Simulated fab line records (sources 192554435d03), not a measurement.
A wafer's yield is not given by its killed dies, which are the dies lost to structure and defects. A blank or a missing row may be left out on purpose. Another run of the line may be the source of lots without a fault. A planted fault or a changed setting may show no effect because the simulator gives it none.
A struck lot beside a sound one -- flow n5 finfet -- 15 out of 1938 route steps
Sound: wafers L751.1, L751.2, L751.5. Struck: wafer L765.4 (left out: L765.1, L765.6 of the same lot, which were not struck); the cause appears at the end.
Per side, at each step with rows, come the tool, then ch with its chambers, and then its first start. Under that, the readings that differ: sound wafers -- struck wafers -- difference of the means -- sigmas: that difference in standard deviations of wafers without a fault.
alike: same words and numbers on both sides, and readings whose means sit less than 2 such deviations apart. not compared: any withheld reading, any reading some wafer has no value for, any bound like >300 that may hide the same value, and any number with overlapping values for which the record gives no deviation.
The two part at a step that has a row with sigmas, a row that says differs or no value, or rows on one side only. When numbers do not overlap yet have no deviation, they are printed without sigmas and do not part them. A reading that every wafer of one side lacks parts them only if that side has two wafers or more.

N5_BEOL_M11_TRENCH_ETCH_37: etches SiCOH lowk in C4F6/O2, target depth 148.83 nm, time 48 s.
  sound: rie diel-04 ch 0,1,3; struck: rie diel-04 ch 2
  alike: O2_flow_sccm, drypump motor current A, oes product au, rf vpp V, showerhead plenum p Torr, throttle valve pct
  not compared: rf hours counter h
then, 2 steps without rows for these wafers: N5_BEOL_M11_ETCH_41 (etches SiCN in CH3F/O2, target depth 42.6 nm, time 86 s); N5_BEOL_M11_STRIP_77 (strips in N2/H2, time 10 s).
N5_BEOL_M11_OCD_MEAS_38:
  sound: ocd-02 at day 10 19:04; struck: ocd-01 at day 14 12:02
  alike: trench depth nm
then, 4 steps without rows for these wafers: N5_BEOL_M11_HM_STRIP_39 (strips TiN in peroxide tin strip, target depth 25 nm, time 158 s); N5_BEOL_M11_SRD_40 (time 30 s); N5_BEOL_M11_PRECLEAN_42 (cleans in residue remover, time 60 s); N5_BEOL_M11_SRD_43 (time 30 s).
N5_BEOL_M11_CD_MEAS_35: target cd 70 nm.
  sound: cd sem-01 at day 10 19:14; struck: cd sem-01 at day 14 12:11
  alike: cd nm
N5_BEOL_M11_CURE_72: cures SiCOH lowk, time 120 s.
  sound on uv cure-03 ch 1, day 10 19:16; struck on uv cure-03 ch 0, day 14 12:14
reading,sound,struck,difference,sigmas
wafer_temp_C_max,370.9 370.8 370.9,372.5,+1.6,+2
  alike: lamp power pct
N5_BEOL_M11_DEGAS_44: time 60 s.
  sound: pvd sputter-02 at day 10 20:02; struck: pvd sputter-01 at day 14 12:50
  alike: heater power w
N5_BEOL_M11_PRE_CLEAN_45: time 30 s.
  sound: pvd sputter-02 at day 10 20:05; struck: pvd sputter-01 at day 14 12:53
reading,sound,struck,difference,sigmas
heater power w (W),275 317 343,377,+65,+2
N5_BEOL_M11_ALD_74: deposits TaN, target thk 2 nm, pulse time 2 s, purge time 3 s.
  sound on ald metal-03 ch 0,2, day 10 20:08; struck on ald metal-03 ch 0, day 14 12:56
reading,sound,struck,difference,sigmas
ald cycles,40 40 40,45,+5,
  alike: heater power w, mfc carrier sccm, precursor vessel pressure torr
N5_BEOL_M11_SURFACE_TREAT_76:
  sound: pvd sputter-02 at day 10 20:28; struck: pvd sputter-01 at day 14 13:17
  not compared: throttle valve pct
N5_PASSIVATION_PROBE_49:
  sound wafers here have rows in the record (prober-01, day 12 14:44); struck ones have none

WHERE THEY PART
At N5_BEOL_M11_CURE_72 first; at N5_PASSIVATION_PROBE_49 last (within this record only).

WHY: what had been put in by the simulator
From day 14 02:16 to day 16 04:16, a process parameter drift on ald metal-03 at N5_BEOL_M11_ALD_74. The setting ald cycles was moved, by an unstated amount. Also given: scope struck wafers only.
